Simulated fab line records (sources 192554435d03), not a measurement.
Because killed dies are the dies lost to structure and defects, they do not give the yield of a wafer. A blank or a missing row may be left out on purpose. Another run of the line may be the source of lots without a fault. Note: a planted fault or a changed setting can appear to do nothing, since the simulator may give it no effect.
A struck lot beside a sound one	flow n5Finfet	28 steps out of a route of 1938
Sound: wafers L769.2, L769.5, L769.6. Struck: wafers L756.1, L756.2 (left out: L756.6, a lot-mate that was not struck); the cause follows at the end.
Per side, at each step with rows, come the tool, then ch with its chambers, and then its first start. Under that, the readings that differ: sound wafers	struck wafers	difference of the means	sigmas: that difference in standard deviations of wafers without a fault.
alike: same words and numbers on both sides, and readings whose means sit less than 2 such deviations apart. not compared: any withheld reading, any reading some wafer has no value for, any bound like >300 that may hide the same value, and any number with overlapping values for which the record gives no deviation.
The two part at a step that has a row with sigmas, a row that says differs or no value, or rows on one side only. Non-overlapping numbers with no deviation appear without sigmas and do not part them. A reading that every wafer of one side lacks parts them only if that side has two wafers or more.

first, 9 steps without rows for these wafers: N5_BEOL_M0_SAQP_EXPOSE_37 (exposes mask M0 CUT1, target cd 30 nm); N5_BEOL_M0_SAQP_PEB_38 (peb time 60 s); N5_BEOL_M0_SAQP_DEVELOP_39 (develop time 30 s); N5_BEOL_M0_SAQP_DESCUM_45 (chemistry O2, time 7 s); N5_BEOL_M0_SAQP_ETCH_88 (etches underlayer in N2/H2, target depth 6.5 nm, time 5.2 s); N5_BEOL_M0_SAQP_ETCH_73 (etches SiARC in CF4, target depth 19.5 nm, time 32.5 s); N5_BEOL_M0_SAQP_CUT_ETCH_46 (etches SOC in N2/H2, target depth 135 nm, overetch 27 nm, time 202.5 s); N5_BEOL_M0_SAQP_STRIP_74 (strips in N2/H2); N5_BEOL_M0_SAQP_STRIP_89 (strips in N2/H2).
N5_BEOL_M0_SAQP_ALD_48: deposits SiO2, target thk 20 nm, pulse time 1 s, co reactant pulse time 1 s.
  sound on aldSin-02 ch 2,3, day 11 03:04; struck on aldSin-03 ch 1,2, day 7 19:22
reading	sound	struck	difference	sigmas
aldCycles	139 139 139	231 231	+92	
model.SiO2_of_BEOL_M0_SAQP_ALD_48.thkNm (nm)	20 20 20	33.2 33.2	+13.2	
  alike: heaterPowerW, precursorPulseHeightRel
then, 15 steps without rows for these wafers: N5_BEOL_M0_SAQP_ETCH_49 (etches SiO2 in CF4/O2, target depth 37 nm); N5_BEOL_M0_SAQP_STRIP_75 (strips in CF4); N5_BEOL_M0_CUTY_COAT_50 (time 60 s, resist thk 15 nm); N5_BEOL_M0_CUTY_COAT_51 (resist thk 150 nm); N5_BEOL_M0_CUTY_EBR_52; N5_BEOL_M0_CUTY_SOFTBAKE_53 (time 60 s); N5_BEOL_M0_CUTY_EXPOSE_54 (exposes mask M0 ABLK); N5_BEOL_M0_CUTY_PEB_55 (peb time 60 s); N5_BEOL_M0_CUTY_DEVELOP_56 (develop time 30 s); N5_BEOL_M0_CUTY_DESCUM_61 (chemistry O2, time 7.9 s); N5_BEOL_M0_CUTY_ETCH_62 (etches SiARC in CF4, time 58.5 s); N5_BEOL_M0_CUTY_ETCH_63 (etches SOC in N2/H2, target depth 82.7 nm, overetch 16.5 nm, time 124 s); N5_BEOL_M0_CUTY_STRIP_64 (strips in N2/H2); N5_BEOL_M0_ETCH_138 (etches SiCN in CH3F/O2, target depth 12 nm, time 31.6 s); N5_BEOL_M0_HM_OPEN_105 (chemistry Cl2/BCl3, target TiN, target depth 12 nm).
N5_BEOL_M0_STRIP_140: strips in CF4.
  sound on rieDiel-01 ch 2,3, day 11 04:55; struck on rieDiel-03 ch 0,2, day 8 00:16
reading	sound	struck	difference	sigmas
model.SiO2_of_BEOL_M0_SAQP_ALD_48.thkNm (nm)	11.2 11.6 11.4	18 19.4	+7	
  alike: biasPowerW, drypumpMotorCurrentA, oesProductAu, rfVppV, showerheadPlenumPTorr, throttleValvePct
  not compared: rfHoursCounterH
then, 1 step without rows for these wafers: N5_BEOL_M0_STRIP_104 (strips in N2/H2).
-- a jump in the record: the struck wafers' starts before and after are 3 days apart (it breaks off in module BEOL_M0 and resumes in module BEOL_M4, where the first step shown is number 1111 of the route) --
N5_BEOL_M4_RC_MEAS_101:
  sound on prober-01 ch 0, day 13 14:17; struck on prober-02 ch 0, day 10 13:08
reading	sound	struck	difference	sigmas
DIBL_P (mV/V)	34.0 35.2 35.5	40.4 37.7	+4.1	+2
  alike: DIBL_N, IOFF_N, IOFF_P, ION_N, ION_P, SS_N, SS_P, VT_N, VT_P

== WHERE THEY PART ==
Only at N5_BEOL_M4_RC_MEAS_101, as far as this record shows.

WHY: what had been put in by the simulator
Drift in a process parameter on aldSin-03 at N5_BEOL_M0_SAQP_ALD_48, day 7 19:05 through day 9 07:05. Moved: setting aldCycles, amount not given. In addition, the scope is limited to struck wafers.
